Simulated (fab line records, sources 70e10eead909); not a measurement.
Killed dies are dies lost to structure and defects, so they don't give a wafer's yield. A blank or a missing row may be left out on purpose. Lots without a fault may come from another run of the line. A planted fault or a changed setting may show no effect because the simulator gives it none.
Chamber matching | flow nand_harc | NHARC_A_CHANNEL_FILL_D1_ALD_25 on ald_hk-02: 4 sister chambers
The step deposits SiOx, target thk 60 nm, pulse time 10 s, ald cycles 600. 16 wafers are shown with their chamber, then 8 later ones without.

WAFERS WITH THEIR CHAMBER
wafer  | chamber | heater_power_w (W) | precursor_pulse_height_rel
L536.1 | 3       | 463                | 1.018
L536.3 | 0       | 445                | 0.999
L536.6 | 1       | 445                | 1.010
L539.3 | 3       | 450                | 1.022
L539.4 | 1       | 454                | 1.017
L539.6 | 2       | 406                | 0.980
L540.2 | 2       | 401                | 1.029
L540.3 | 0       | 440                | 0.994
L540.5 | 3       | 468                | 0.998
L541.1 | 1       | 439                | 0.983
L541.3 | 3       | 451                | 0.970
L541.6 | 1       | 452                | 1.011
L545.1 | 3       | 449                | 0.999
L545.3 | 0       | 455                | 0.985
L545.5 | 0       | 451                | 0.988
L547.1 | 1       | 452                | 0.986

SIGNATURES (means of the wafers above)
reading                    | chamber 0 | chamber 1 | chamber 2 | chamber 3 | scatter within a chamber
heater_power_w             | 447.75    | 448.40    | 403.50    | 456.20    | 7.09
precursor_pulse_height_rel | 0.99150   | 1.00140   | 1.00450   | 1.00140   | 0.0183
Rule: a wafer's distance from a chamber is the root of the sum, over the readings, of the square of ((its reading less the chamber's mean) divided by the reading's scatter). The wafer belongs to the nearest chamber; if the next one is less than 2 further off, it can't be placed. The scatter: the root of (the sum of the squares of (reading less its chamber's mean) over the shown wafers, divided by (wafers less chambers)).

WAFERS WITHOUT THEIR CHAMBER
wafer  | heater_power_w (W) | precursor_pulse_height_rel
L547.2 | 450                | 1.000
L547.3 | 416                | 0.993
L553.2 | 446                | 1.015
L553.3 | 399                | 1.030
L553.6 | 400                | 1.022
L552.1 | 409                | 0.961
L552.5 | 453                | 0.987
L552.6 | 398                | 0.992

WHICH CHAMBER EACH WENT THROUGH
wafer  | from the rows above          | in truth
L547.2 | can't be placed: 1 or 0 or 3 | 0
L547.3 | 2                            | 2
L553.2 | can't be placed: 1 or 0 or 3 | 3
L553.3 | 2                            | 2
L553.6 | 2                            | 2
L552.1 | 2                            | 2
L552.5 | can't be placed: 0 or 3 or 1 | 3
L552.6 | 2                            | 2
Placed correctly: 5 of 8. Can't be placed from these rows: 3 (the true chamber is among the candidates in 3). Placed wrongly: 0.
